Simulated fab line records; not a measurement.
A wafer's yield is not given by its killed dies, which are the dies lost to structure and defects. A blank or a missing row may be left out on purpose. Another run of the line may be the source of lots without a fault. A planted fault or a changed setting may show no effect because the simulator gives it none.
Matching of chambers || flow n5_finfet || N5_BEOL_M3_STRIP_19 on rie_diel-06 has 4 sister chambers
The step strips in O2. 22 wafers are shown with their chamber, then 11 later ones without.

== WAFERS WITH THEIR CHAMBER ==
{"wafer": "L075.2", "chamber": 1, "drypump_motor_current_A (A)": 5.8, "throttle_valve_pct (%)": 16.52, "oes_product_au (a.u.)": 0.88}
{"wafer": "L075.5", "chamber": 3, "drypump_motor_current_A (A)": 6.3, "throttle_valve_pct (%)": 16.58, "oes_product_au (a.u.)": 0.81}
{"wafer": "L075.6", "chamber": 2, "drypump_motor_current_A (A)": 6.3, "throttle_valve_pct (%)": 16.71, "oes_product_au (a.u.)": 0.72}
{"wafer": "L079.3", "chamber": 0, "drypump_motor_current_A (A)": 4.9, "throttle_valve_pct (%)": 17.31, "oes_product_au (a.u.)": 0.69}
{"wafer": "L079.4", "chamber": 2, "drypump_motor_current_A (A)": 6.3, "throttle_valve_pct (%)": 16.72, "oes_product_au (a.u.)": 0.72}
{"wafer": "L079.6", "chamber": 0, "drypump_motor_current_A (A)": 4.9, "throttle_valve_pct (%)": 17.33, "oes_product_au (a.u.)": 0.69}
{"wafer": "L080.3", "chamber": 1, "drypump_motor_current_A (A)": 5.8, "throttle_valve_pct (%)": 16.51, "oes_product_au (a.u.)": 0.86}
{"wafer": "L080.4", "chamber": 3, "drypump_motor_current_A (A)": 6.3, "throttle_valve_pct (%)": 16.62, "oes_product_au (a.u.)": 0.80}
{"wafer": "L080.5", "chamber": 1, "drypump_motor_current_A (A)": 5.8, "throttle_valve_pct (%)": 16.54, "oes_product_au (a.u.)": 0.86}
{"wafer": "L084.1", "chamber": 3, "drypump_motor_current_A (A)": 6.3, "throttle_valve_pct (%)": 16.63, "oes_product_au (a.u.)": 0.79}
{"wafer": "L084.3", "chamber": 3, "drypump_motor_current_A (A)": 6.3, "throttle_valve_pct (%)": 16.62, "oes_product_au (a.u.)": 0.79}
{"wafer": "L084.4", "chamber": 1, "drypump_motor_current_A (A)": 5.8, "throttle_valve_pct (%)": 16.56, "oes_product_au (a.u.)": 0.84}
{"wafer": "L085.1", "chamber": 3, "drypump_motor_current_A (A)": 6.3, "throttle_valve_pct (%)": 16.63, "oes_product_au (a.u.)": 0.79}
{"wafer": "L085.4", "chamber": 1, "drypump_motor_current_A (A)": 5.8, "throttle_valve_pct (%)": 16.54, "oes_product_au (a.u.)": 0.84}
{"wafer": "L085.6", "chamber": 3, "drypump_motor_current_A (A)": 6.3, "throttle_valve_pct (%)": 16.62, "oes_product_au (a.u.)": 0.79}
{"wafer": "L088.1", "chamber": 1, "drypump_motor_current_A (A)": 5.9, "throttle_valve_pct (%)": 16.58, "oes_product_au (a.u.)": 0.82}
{"wafer": "L088.3", "chamber": 2, "drypump_motor_current_A (A)": 6.3, "throttle_valve_pct (%)": 16.77, "oes_product_au (a.u.)": 0.70}
{"wafer": "L088.4", "chamber": 3, "drypump_motor_current_A (A)": 6.3, "throttle_valve_pct (%)": 16.65, "oes_product_au (a.u.)": 0.78}
{"wafer": "L089.1", "chamber": 2, "drypump_motor_current_A (A)": 6.3, "throttle_valve_pct (%)": 16.73, "oes_product_au (a.u.)": 0.70}
{"wafer": "L089.4", "chamber": 3, "drypump_motor_current_A (A)": 6.3, "throttle_valve_pct (%)": 16.67, "oes_product_au (a.u.)": 0.77}
{"wafer": "L089.5", "chamber": 0, "drypump_motor_current_A (A)": 4.9, "throttle_valve_pct (%)": 16.84, "oes_product_au (a.u.)": 1.00}
{"wafer": "L092.2", "chamber": 0, "drypump_motor_current_A (A)": 4.9, "throttle_valve_pct (%)": 16.84, "oes_product_au (a.u.)": 0.97}

SIGNATURES (means of the wafers above)
{"reading": "drypump_motor_current_A", "chamber 0": 4.900, "chamber 1": 5.817, "chamber 2": 6.300, "chamber 3": 6.300, "scatter within a chamber": 0.0215}
{"reading": "throttle_valve_pct", "chamber 0": 17.0800, "chamber 1": 16.5417, "chamber 2": 16.7325, "chamber 3": 16.6275, "scatter within a chamber": 0.116}
{"reading": "oes_product_au", "chamber 0": 0.8375, "chamber 1": 0.8500, "chamber 2": 0.7100, "chamber 3": 0.7900, "scatter within a chamber": 0.0711}
Rule: a wafer's distance from a chamber is the root of the sum, over the readings, of the square of ((its reading less the chamber's mean) divided by the reading's scatter). If the next closest chamber is less than 2 further off than the closest, the wafer can't be placed; otherwise it belongs to the closest. The scatter: the root of (the sum of the squares of (reading less its chamber's mean) over the shown wafers, divided by (wafers less chambers)).

== WAFERS WITH NO CHAMBER GIVEN ==
{"wafer": "L092.3", "drypump_motor_current_A (A)": 6.4, "throttle_valve_pct (%)": 16.75, "oes_product_au (a.u.)": 0.70}
{"wafer": "L092.4", "drypump_motor_current_A (A)": 6.3, "throttle_valve_pct (%)": 16.68, "oes_product_au (a.u.)": 0.76}
{"wafer": "L093.1", "drypump_motor_current_A (A)": 6.3, "throttle_valve_pct (%)": 16.66, "oes_product_au (a.u.)": 0.76}
{"wafer": "L093.3", "drypump_motor_current_A (A)": 6.3, "throttle_valve_pct (%)": 16.76, "oes_product_au (a.u.)": 0.70}
{"wafer": "L093.6", "drypump_motor_current_A (A)": 5.9, "throttle_valve_pct (%)": 16.59, "oes_product_au (a.u.)": 0.80}
{"wafer": "L094.2", "drypump_motor_current_A (A)": 6.3, "throttle_valve_pct (%)": 16.75, "oes_product_au (a.u.)": 0.69}
{"wafer": "L094.3", "drypump_motor_current_A (A)": 6.3, "throttle_valve_pct (%)": 16.66, "oes_product_au (a.u.)": 0.76}
{"wafer": "L094.5", "drypump_motor_current_A (A)": 5.9, "throttle_valve_pct (%)": 16.59, "oes_product_au (a.u.)": 0.80}
{"wafer": "L095.1", "drypump_motor_current_A (A)": 6.3, "throttle_valve_pct (%)": 16.66, "oes_product_au (a.u.)": 0.76}
{"wafer": "L095.3", "drypump_motor_current_A (A)": 6.4, "throttle_valve_pct (%)": 16.76, "oes_product_au (a.u.)": 0.69}
{"wafer": "L095.4", "drypump_motor_current_A (A)": 4.9, "throttle_valve_pct (%)": 16.86, "oes_product_au (a.u.)": 0.95}

== WHICH CHAMBER EACH ONE RAN IN ==
{"wafer": "L092.3", "from the rows above": "can't be placed: 2 or 3", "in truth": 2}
{"wafer": "L092.4", "from the rows above": "can't be placed: 3 or 2", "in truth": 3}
{"wafer": "L093.1", "from the rows above": "can't be placed: 3 or 2", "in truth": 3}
{"wafer": "L093.3", "from the rows above": "can't be placed: 2 or 3", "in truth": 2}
{"wafer": "L093.6", "from the rows above": 1, "in truth": 1}
{"wafer": "L094.2", "from the rows above": "can't be placed: 2 or 3", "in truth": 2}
{"wafer": "L094.3", "from the rows above": "can't be placed: 3 or 2", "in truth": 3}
{"wafer": "L094.5", "from the rows above": 1, "in truth": 1}
{"wafer": "L095.1", "from the rows above": "can't be placed: 3 or 2", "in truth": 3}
{"wafer": "L095.3", "from the rows above": "can't be placed: 2 or 3", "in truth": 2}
{"wafer": "L095.4", "from the rows above": 0, "in truth": 0}
Correctly placed: 3 of 11. Not placeable from these rows: 8 (in 8, the candidates include the true chamber). Placed wrongly: 0.
